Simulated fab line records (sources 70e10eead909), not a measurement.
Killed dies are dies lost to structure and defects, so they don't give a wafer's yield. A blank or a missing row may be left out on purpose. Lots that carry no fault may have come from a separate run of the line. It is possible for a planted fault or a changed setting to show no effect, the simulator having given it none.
Which tool did it? :: flow nandHarc :: 13 lots, 39 wafers sampled, at 6 steps of a route of 1159

## WHAT THE GAUGES SHOWED, per wafer
NHARC_P_GATE_CD_MEAS_91 targets a cd of 2000 nm.
lot: L822
measured: day 5 13:22
on: cdSem-01
cdNm (nm): 1999 2000 1997

lot: L823
measured: day 5 14:36
on: cdSem-02
cdNm (nm): 1999 2002 1996

lot: L824
measured: day 5 17:49
on: cdSem-01
cdNm (nm): 2002 2001 1999

lot: L825
measured: day 6 07:18
on: cdSem-01
cdNm (nm): 1998 2001 1999

lot: L826
measured: day 6 07:34
on: cdSem-02
cdNm (nm): 1995 1995 2003

lot: L828
measured: day 7 00:02
on: cdSem-02
cdNm (nm): 2004 1999 1998

lot: L830
measured: day 7 06:21
on: cdSem-02
cdNm (nm): 1999 1994 1998

lot: L835
measured: day 8 11:11
on: cdSem-01
cdNm (nm): 1998 2001 2000

lot: L834
measured: day 8 13:41
on: cdSem-02
cdNm (nm): 2001 1997 1996

lot: L836
measured: day 8 18:19
on: cdSem-01
cdNm (nm): 1995 1993 1997

lot: L837
measured: day 9 05:35
on: cdSem-03
cdNm (nm): 1995 1998 1995

lot: L842
measured: day 10 01:05
on: cdSem-01
cdNm (nm): 1999 2003 2003

lot: L843
measured: day 10 18:59
on: cdSem-01
cdNm (nm): 1997 2000 2000

NHARC_P_CONTACT_OVL_MEAS_13.
lot: L822
measured: day 5 18:17
on: overlay-01
overlayXNm (nm): 0.9 0.8 0.6
overlayYNm (nm): -0.2 0.2 0.6

lot: L823
measured: day 5 19:44
on: overlay-01
overlayXNm (nm): 0.2 0.6 0.9
overlayYNm (nm): -0.9 -1.3 -1.0

lot: L824
measured: day 5 22:45
on: overlay-02
overlayXNm (nm): -0.9 -0.6 -1.2
overlayYNm (nm): -0.1 0.1 0.4

lot: L825
measured: day 6 12:13
on: overlay-01
overlayXNm (nm): 0.4 -0.1 0.0
overlayYNm (nm): -0.6 -0.1 -0.9

lot: L826
measured: day 6 12:29
on: overlay-02
overlayXNm (nm): 0.8 1.1 1.1
overlayYNm (nm): 0.1 -0.2 -0.2

lot: L828
measured: day 7 04:53
on: overlay-01
overlayXNm (nm): -1.2 -1.3 -1.0
overlayYNm (nm): 1.1 1.3 1.6

lot: L830
measured: day 7 11:29
on: overlay-01
overlayXNm (nm): 1.0 1.0 0.8
overlayYNm (nm): 0.0 0.0 -0.1

lot: L835
measured: day 8 16:19
on: overlay-02
overlayXNm (nm): -0.3 -0.1 -0.1
overlayYNm (nm): 0.3 0.5 0.3

lot: L834
measured: day 8 18:28
on: overlay-01
overlayXNm (nm): 10.9 10.5 10.8
overlayYNm (nm): 1.8 1.4 1.1

lot: L836
measured: day 8 23:07
on: overlay-02
overlayXNm (nm): 0.2 -0.7 -0.9
overlayYNm (nm): -1.4 -0.9 -1.0

lot: L837
measured: day 9 10:23
on: overlay-01
overlayXNm (nm): 9.6 10.2 10.1
overlayYNm (nm): -0.8 -0.1 -0.1

lot: L842
measured: day 10 05:59
on: overlay-01
overlayXNm (nm): -0.3 -0.2 -0.8
overlayYNm (nm): -0.2 0.3 -0.7

lot: L843
measured: day 10 23:46
on: overlay-02
overlayXNm (nm): -0.3 -0.2 -0.4
overlayYNm (nm): 1.3 2.0 1.7

NHARC_END_SORT_01.
lot: L834
measured: day 22 22:40
on: prober-01
killedAtArray: 12
killedAtOther: 2
killedAtPeriphery: 1
killedDies: 15
killedOpen: 2
killedShort: 1

## WHICH TOOL RAN EACH LOT (tool, then ch and the chambers of the sampled wafers, then the start)
lot: L822
NHARC_P_GATE_STRIP_112: plasmaAsher-02 ch 0,1, day 5 12:11
NHARC_P_GATE_STRIP_95: plasmaAsher-01 ch 0,1, day 5 14:38
NHARC_P_CONTACT_EXPOSE_09: arfiScanner-02 ch 0, day 5 18:04

lot: L823
NHARC_P_GATE_STRIP_112: plasmaAsher-02 ch 0,1, day 5 13:28
NHARC_P_GATE_STRIP_95: plasmaAsher-02 ch 0,1, day 5 16:04
NHARC_P_CONTACT_EXPOSE_09: arfiScanner-02 ch 0, day 5 19:31

lot: L824
NHARC_P_GATE_STRIP_112: plasmaAsher-02 ch 0,1, day 5 16:37
NHARC_P_GATE_STRIP_95: plasmaAsher-02 ch 0,1, day 5 19:04
NHARC_P_CONTACT_EXPOSE_09: arfiScanner-03 ch 0, day 5 22:31

lot: L825
NHARC_P_GATE_STRIP_112: plasmaAsher-02 ch 0,1, day 6 06:06
NHARC_P_GATE_STRIP_95: plasmaAsher-02 ch 0,1, day 6 08:33
NHARC_P_CONTACT_EXPOSE_09: arfiScanner-01 ch 0, day 6 11:58

lot: L826
NHARC_P_GATE_STRIP_112: plasmaAsher-02 ch 0,1, day 6 06:38
NHARC_P_GATE_STRIP_95: plasmaAsher-01 ch 0,1, day 6 08:49
NHARC_P_CONTACT_EXPOSE_09: arfiScanner-02 ch 0, day 6 12:16

lot: L828
NHARC_P_GATE_STRIP_112: plasmaAsher-01 ch 0,1, day 6 22:58
NHARC_P_GATE_STRIP_95: plasmaAsher-01 ch 0,1, day 7 01:17
NHARC_P_CONTACT_EXPOSE_09: arfiScanner-02 ch 0, day 7 04:38

lot: L830
NHARC_P_GATE_STRIP_112: plasmaAsher-02 ch 0,1, day 7 05:14
NHARC_P_GATE_STRIP_95: plasmaAsher-01 ch 0,1, day 7 07:36
NHARC_P_CONTACT_EXPOSE_09: arfiScanner-02 ch 0, day 7 11:15

lot: L835
NHARC_P_GATE_STRIP_112: plasmaAsher-01 ch 0,1, day 8 10:11
NHARC_P_GATE_STRIP_95: plasmaAsher-02 ch 0,1, day 8 12:31
NHARC_P_CONTACT_EXPOSE_09: arfiScanner-01 ch 0, day 8 16:06

lot: L834
NHARC_P_GATE_STRIP_112: plasmaAsher-01 ch 0,1, day 8 12:35
NHARC_P_GATE_STRIP_95: plasmaAsher-02 ch 0,1, day 8 14:56
NHARC_P_CONTACT_EXPOSE_09: arfiScanner-02 ch 0, day 8 18:14

lot: L836
NHARC_P_GATE_STRIP_112: plasmaAsher-01 ch 0,1, day 8 17:10
NHARC_P_GATE_STRIP_95: plasmaAsher-01 ch 0, day 8 19:34
NHARC_P_CONTACT_EXPOSE_09: arfiScanner-03 ch 0, day 8 22:53

lot: L837
NHARC_P_GATE_STRIP_112: plasmaAsher-01 ch 0,1, day 9 04:24
NHARC_P_GATE_STRIP_95: plasmaAsher-01 ch 0,1, day 9 06:49
NHARC_P_CONTACT_EXPOSE_09: arfiScanner-02 ch 0, day 9 10:10

lot: L842
NHARC_P_GATE_STRIP_112: plasmaAsher-01 ch 0, day 10 00:02
NHARC_P_GATE_STRIP_95: plasmaAsher-02 ch 0,1, day 10 02:28
NHARC_P_CONTACT_EXPOSE_09: arfiScanner-01 ch 0, day 10 05:45

lot: L843
NHARC_P_GATE_STRIP_112: plasmaAsher-01 ch 0,1, day 10 17:55
NHARC_P_GATE_STRIP_95: plasmaAsher-02 ch 1, day 10 20:16
NHARC_P_CONTACT_EXPOSE_09: arfiScanner-01 ch 0, day 10 23:32
- NHARC_P_GATE_STRIP_112: strips in N2/H2, time 200 s.
- NHARC_P_GATE_STRIP_95: strips in O2.
- NHARC_P_CONTACT_EXPOSE_09: exposes mask P CA, target cd 90 nm.

## WHAT THE TOOLS THEMSELVES READ (means of the sampled wafers that have a number; where no wafer has one, the mark that the record gives instead)
NHARC_P_GATE_STRIP_112.
lot: L822
tool: plasmaAsher-02
drypumpMotorCurrentA (A): 5.6
heaterPowerW (W): 89
rfReflPowerW (W): 16.3

lot: L823
tool: plasmaAsher-02
drypumpMotorCurrentA (A): 5.6
heaterPowerW (W): 87
rfReflPowerW (W): 15.4

lot: L824
tool: plasmaAsher-02
drypumpMotorCurrentA (A): 5.8
heaterPowerW (W): 86
rfReflPowerW (W): 16.4

lot: L825
tool: plasmaAsher-02
drypumpMotorCurrentA (A): 5.8
heaterPowerW (W): 87
rfReflPowerW (W): 16.3

lot: L826
tool: plasmaAsher-02
drypumpMotorCurrentA (A): 5.8
heaterPowerW (W): 85
rfReflPowerW (W): 16.2

lot: L828
tool: plasmaAsher-01
drypumpMotorCurrentA (A): 6.2
heaterPowerW (W): 82
rfReflPowerW (W): 11.9

lot: L830
tool: plasmaAsher-02
drypumpMotorCurrentA (A): 5.6
heaterPowerW (W): 88
rfReflPowerW (W): 15.4

lot: L835
tool: plasmaAsher-01
drypumpMotorCurrentA (A): 6.2
heaterPowerW (W): 82
rfReflPowerW (W): 11.9

lot: L834
tool: plasmaAsher-01
drypumpMotorCurrentA (A): 6.3
heaterPowerW (W): 82
rfReflPowerW (W): 12.2

lot: L836
tool: plasmaAsher-01
drypumpMotorCurrentA (A): 6.1
heaterPowerW (W): 85
rfReflPowerW (W): 11.6

lot: L837
tool: plasmaAsher-01
drypumpMotorCurrentA (A): 6.3
heaterPowerW (W): 83
rfReflPowerW (W): 12.4

lot: L842
tool: plasmaAsher-01
drypumpMotorCurrentA (A): 6.5
heaterPowerW (W): 79
rfReflPowerW (W): 12.9

lot: L843
tool: plasmaAsher-01
drypumpMotorCurrentA (A): 6.3
heaterPowerW (W): 81
rfReflPowerW (W): 12.0

NHARC_P_GATE_STRIP_95.
lot: L822
tool: plasmaAsher-01
drypumpMotorCurrentA (A): 6.3
heaterPowerW (W): 308
rfReflPowerW (W): 11.7

lot: L823
tool: plasmaAsher-02
drypumpMotorCurrentA (A): 5.6
heaterPowerW (W): 334
rfReflPowerW (W): 15.7

lot: L824
tool: plasmaAsher-02
drypumpMotorCurrentA (A): 5.6
heaterPowerW (W): 329
rfReflPowerW (W): 15.1

lot: L825
tool: plasmaAsher-02
drypumpMotorCurrentA (A): 5.8
heaterPowerW (W): 322
rfReflPowerW (W): 16.2

lot: L826
tool: plasmaAsher-01
drypumpMotorCurrentA (A): 6.2
heaterPowerW (W): 309
rfReflPowerW (W): 12.6

lot: L828
tool: plasmaAsher-01
drypumpMotorCurrentA (A): 6.2
heaterPowerW (W): 301
rfReflPowerW (W): 12.0

lot: L830
tool: plasmaAsher-01
drypumpMotorCurrentA (A): 6.3
heaterPowerW (W): 311
rfReflPowerW (W): 11.7

lot: L835
tool: plasmaAsher-02
drypumpMotorCurrentA (A): 5.8
heaterPowerW (W): 320
rfReflPowerW (W): 16.1

lot: L834
tool: plasmaAsher-02
drypumpMotorCurrentA (A): 5.6
heaterPowerW (W): 335
rfReflPowerW (W): 15.5

lot: L836
tool: plasmaAsher-01
drypumpMotorCurrentA (A): 6.5
heaterPowerW (W): 297
rfReflPowerW (W): 12.3

lot: L837
tool: plasmaAsher-01
drypumpMotorCurrentA (A): 6.2
heaterPowerW (W): 306
rfReflPowerW (W): 12.4

lot: L842
tool: plasmaAsher-02
drypumpMotorCurrentA (A): 5.6
heaterPowerW (W): 337
rfReflPowerW (W): 15.4

lot: L843
tool: plasmaAsher-02
drypumpMotorCurrentA (A): 6.0
heaterPowerW (W): 301
rfReflPowerW (W): 17.2

## THE ANSWER, worked out from the rows above alone
Rule: what is usual is taken from the lots themselves. Put in order of their means at a reading, lots are off if they are a third of the lots or fewer, leave a main group of 4 or more, and stand apart from it by a gap of 3 or more times the standard deviation of the main group's means; of several such gaps the widest counts. The tables above print the reading to a certain number of digits; a main group whose means all agree to those digits is not used. A lot without any number at a reading at which 4 lots or more have one is off too. Any other lot the step has rows for is counted as sound. Order of review: gauges by route order, followed by the tools' own readings, for which a lot's mean as printed above is used. The first step at which some lot is off is used, and at that step the reading that is off furthest; a lot without a number counts as furthest.
Off at NHARC_P_CONTACT_OVL_MEAS_13 (overlayXNm): L834, L837. Main group: mean -0.0 nm, sd 0.71.
A tool fits if, at a process step before that reading, it ran every lot that is off, and no sound lot after the first of them. Those tools and the gauges at NHARC_P_CONTACT_OVL_MEAS_13 are tried in the same way. One fits: arfiScanner-02 at NHARC_P_CONTACT_EXPOSE_09. A fault onset in the window from L830 (day 7 11:15, its last sound lot) to L834 (day 8 18:14, its first lot off) fits.

## WHAT WAS PUT IN BY THE SIMULATOR
Scanner matching overlay: arfiScanner-02, from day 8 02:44 on, at NHARC_P_CONTACT_EXPOSE_09. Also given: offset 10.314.
Struck lots among those shown: L834, L837. The rule above reached the same finding.
